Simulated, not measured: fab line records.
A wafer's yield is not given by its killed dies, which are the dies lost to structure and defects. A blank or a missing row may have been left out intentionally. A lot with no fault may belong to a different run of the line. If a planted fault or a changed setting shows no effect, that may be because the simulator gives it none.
Chamber matching | flow nand-harc | NHARC_A_M0_DESCUM_14 on rie-diel-03: 4 sister chambers
The step chemistry O2, time 3 s. 22 wafers are shown with their chamber, then 11 later ones without.

== EACH WAFER AND ITS CHAMBER ==
wafer  | chamber | oes-product-au (a.u.) | throttle-valve-pct (%) | rf-vpp-V (V)
L077.1 | 2       | 0.990                 | 11.301                 | 58.0
L077.4 | 3       | 0.996                 | 11.311                 | 56.4
L077.6 | 2       | 1.000                 | 11.315                 | 58.6
L081.2 | 2       | 1.002                 | 11.294                 | 56.7
L081.4 | 0       | 0.993                 | 11.309                 | 57.2
L081.5 | 0       | 0.990                 | 11.308                 | 57.1
L083.2 | 2       | 0.988                 | 11.315                 | 56.4
L083.3 | 0       | 0.980                 | 11.311                 | 57.0
L083.4 | 3       | 0.993                 | 11.329                 | 57.9
L083.1 | 1       | 0.993                 | 11.297                 | 57.1
L083.5 | 1       | 0.995                 | 11.314                 | 57.6
L083.6 | 0       | 0.988                 | 11.311                 | 56.9
L084.4 | 3       | 1.003                 | 11.314                 | 56.8
L084.5 | 3       | 0.996                 | 11.301                 | 57.4
L084.6 | 2       | 0.996                 | 11.303                 | 56.8
L086.1 | 3       | 0.995                 | 11.305                 | 58.4
L086.2 | 0       | 0.971                 | 11.317                 | 57.0
L086.4 | 1       | 0.999                 | 11.305                 | 57.7
L088.2 | 2       | 0.986                 | 11.314                 | 58.1
L088.3 | 3       | 1.009                 | 11.308                 | 57.4
L088.4 | 1       | 1.003                 | 11.300                 | 57.2
L090.1 | 2       | 0.994                 | 11.330                 | 58.1

SIGNATURES (means of the wafers above)
reading            | chamber 0 | chamber 1 | chamber 2 | chamber 3 | scatter within a chamber
oes-product-au     | 0.98440   | 0.99750   | 0.99371   | 0.99867   | 0.00659
throttle-valve-pct | 11.31120  | 11.30400  | 11.31029  | 11.31133  | 0.00926
rf-vpp-V           | 57.040    | 57.400    | 57.529    | 57.383    | 0.643
Rule: for a wafer and a chamber, the distance is found by dividing, reading by reading, the gap between the wafer's reading and the chamber's mean by the reading's scatter, squaring, summing and taking the root. The wafer belongs to the nearest chamber; if the next one is less than 2 further off, it can't be placed. How the scatter is found: for the shown wafers, subtract from each reading the mean of its chamber, square and add these, divide the total by (wafers less chambers), then take the root.

== WAFERS MISSING THEIR CHAMBER ==
wafer  | oes-product-au (a.u.) | throttle-valve-pct (%) | rf-vpp-V (V)
L090.5 | 1.009                 | 11.309                 | 57.1
L090.6 | 1.002                 | 11.313                 | 58.3
L092.1 | 0.990                 | 11.311                 | 57.1
L092.2 | 0.992                 | 11.310                 | 57.2
L092.5 | 0.991                 | 11.320                 | 57.4
L097.3 | 1.002                 | 11.317                 | 57.0
L097.5 | 0.979                 | 11.320                 | 56.8
L097.6 | 1.010                 | 11.318                 | 56.6
L096.1 | 0.980                 | 11.311                 | 58.2
L096.3 | 0.979                 | 11.303                 | 58.3
L096.4 | 0.998                 | 11.322                 | 58.3

== CHAMBER TAKEN BY EACH ==
wafer  | from the rows above               | in truth
L090.5 | can't be placed: 3 or 1 or 2      | 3
L090.6 | can't be placed: 3 or 2 or 1 or 0 | 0
L092.1 | can't be placed: 0 or 2 or 3 or 1 | 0
L092.2 | can't be placed: 2 or 3 or 1 or 0 | 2
L092.5 | can't be placed: 2 or 0 or 3 or 1 | 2
L097.3 | can't be placed: 3 or 2 or 1 or 0 | 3
L097.5 | can't be placed: 0 or 2 or 3      | 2
L097.6 | can't be placed: 3 or 1 or 2 or 0 | 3
L096.1 | can't be placed: 0 or 2 or 1 or 3 | 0
L096.3 | can't be placed: 0 or 2 or 1 or 3 | 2
L096.4 | can't be placed: 3 or 2 or 1 or 0 | 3
0 of 11 placed correctly. Not placeable from these rows: 11 (in 11, the candidates include the true chamber). Number placed wrongly: 0.
